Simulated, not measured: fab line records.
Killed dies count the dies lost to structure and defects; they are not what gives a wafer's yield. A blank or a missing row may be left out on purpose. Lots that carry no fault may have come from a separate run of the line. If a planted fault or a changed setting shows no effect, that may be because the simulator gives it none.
Split-lot trial + flow n5_finfet + route with 1938 steps; 7 lots, 21 wafers read

## ABOUT THE SPLIT
At N5_SD_ACTIVATION_LSA_01 (time 0.0008 s), the setting temp_c was moved away from the recipe's 1080 C on 6 of the 21 wafers read, by -2.7% to +1.5%. All remaining wafers had this setting at the recipe value.

The file shows no step between the split and the reading.

## THE READING
RS_SD_N in ohm/sq, measured at N5_SD_ACTIVATION_RS_MEAS_03 by four-point-probe. Typical for fault-free wafers on this fab line: 21.9 ohm/sq, with standard deviation 0.34 ohm/sq.

| wafer  | tool, chamber at the split | temp_c as run, C | against the recipe | RS_SD_N, ohm/sq | against lot-mates on the recipe |
|--------|----------------------------|------------------|--------------------|-----------------|---------------------------------|
| L077.2 | laser_anneal-02, 0         | 1060             | -1.9%              | 24.1            | +2.5                            |
| L077.3 | laser_anneal-02, 0         | 1080             | recipe             | 21.7            | -                               |
| L077.4 | laser_anneal-02, 0         | 1080             | recipe             | 21.6            | -                               |
| L078.2 | laser_anneal-01, 0         | 1080             | recipe             | 22.1            | -                               |
| L078.5 | laser_anneal-01, 0         | 1080             | recipe             | 21.9            | -                               |
| L078.6 | laser_anneal-01, 0         | 1080             | recipe             | 22.1            | -                               |
| L082.1 | laser_anneal-01, 0         | 1051             | -2.7%              | 25.3            | +3.5                            |
| L082.2 | laser_anneal-01, 0         | 1080             | recipe             | 21.8            | -                               |
| L082.5 | laser_anneal-01, 0         | 1080             | recipe             | 21.8            | -                               |
| L088.1 | laser_anneal-02, 0         | 1080             | recipe             | 21.8            | -                               |
| L088.3 | laser_anneal-02, 0         | 1080             | recipe             | 22.2            | -                               |
| L088.4 | laser_anneal-02, 0         | 1080             | recipe             | 21.6            | -                               |
| L089.2 | laser_anneal-01, 0         | 1080             | recipe             | 22.2            | -                               |
| L089.3 | laser_anneal-01, 0         | 1080             | recipe             | 22.1            | -                               |
| L089.4 | laser_anneal-01, 0         | 1080             | recipe             | 22.1            | -                               |
| L094.1 | laser_anneal-02, 0         | 1070             | -0.9%              | 22.6            | +1.0                            |
| L094.2 | laser_anneal-02, 0         | 1070             | -0.9%              | 22.2            | +0.6                            |
| L094.3 | laser_anneal-02, 0         | 1080             | recipe             | 21.6            | -                               |
| L096.1 | laser_anneal-01, 0         | 1096             | +1.5%              | 20.1            | -2.0                            |
| L096.2 | laser_anneal-01, 0         | 1080             | recipe             | 22.1            | -                               |
| L096.3 | laser_anneal-01, 0         | 1096             | +1.5%              | 20.3            | -1.8                            |

FIT RESULTS
A straight line over all 21 wafers: RS_SD_N changes by -1.15 ohm/sq for each +1% of temp_c; r = -0.97; the points scatter about the line by 0.29 ohm/sq.
The same after taking each lot's own level away (the mean of its wafers on the recipe; 21 wafers): -1.26 ohm/sq for each +1%; r = -0.99; scatter 0.18 ohm/sq.
According to that fit, moving temp_c by its largest amount changes the reading by 3.4 ohm/sq.
The span of the lots' own levels, 21.60 to 22.13 ohm/sq, comes to 1.6 times the standard deviation stated above.
Hence the lot-to-lot level has little effect on the slope; both slopes agree.
Check: for one of the wafers moved furthest among these (-2.7%), held out of the fit, the line's prediction against its lot-mates is +3.25 ohm/sq. It came out at +3.5 ohm/sq against them.
Tool readings at the split's step, against how far the setting was moved: wafer_temp_C_max r = +1.00.

## OTHER SPLITS ON THESE WAFERS
These wafers also went through other splits before the reading. Each is held against what the fit with the lots' levels taken away leaves over:
| other split on the same wafers  | wafers away from the commonest value | r with RS_SD_N (lot level and that fit taken away) |
|---------------------------------|--------------------------------------|----------------------------------------------------|
| N5_ZERO_LAYER_EXPOSE_08 dose_mj | 6                                    | +0.26                                              |
| N5_WELL_APT_COAT_19 spin_rpm    | 9                                    | +0.11                                              |
| N5_FIN_CUT_ETCH_21 bias_w       | 7                                    | +0.06                                              |
| N5_DUMMY_GATE_ETCH_37 source_w  | 6                                    | +0.05                                              |
| N5_DUMMY_GATE_ETCH_32 time_s    | 3                                    | -0.12                                              |
| N5_SD_EPI_P_PEB_07 peb_time_s   | 8                                    | -0.36                                              |
| N5_SD_EPI_P_DESCUM_14 time_s    | 13                                   | -0.04                                              |
| N5_SD_EPI_P_EPI_21 temp_c       | 7                                    | +0.00                                              |

## THE WHOLE CHAIN: every reading that the file lists as answering this split, in the file's order
| step                        | what it does                 | reading          | change (the file's fit)              | r (the file's) |
|-----------------------------|------------------------------|------------------|--------------------------------------|----------------|
| N5_SD_ACTIVATION_LSA_01     | time 0.0008 s                | wafer_temp_C_max | withheld for each +1% of the setting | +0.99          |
| N5_SD_ACTIVATION_RS_MEAS_03 | measures by four-point-probe | RS_SD_N          | -1.28 for each +1% of the setting    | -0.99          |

## THE FILE'S OWN FIT
RS_SD_N changes by -1.28 ohm/sq for each +1% of temp_c, r = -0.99.
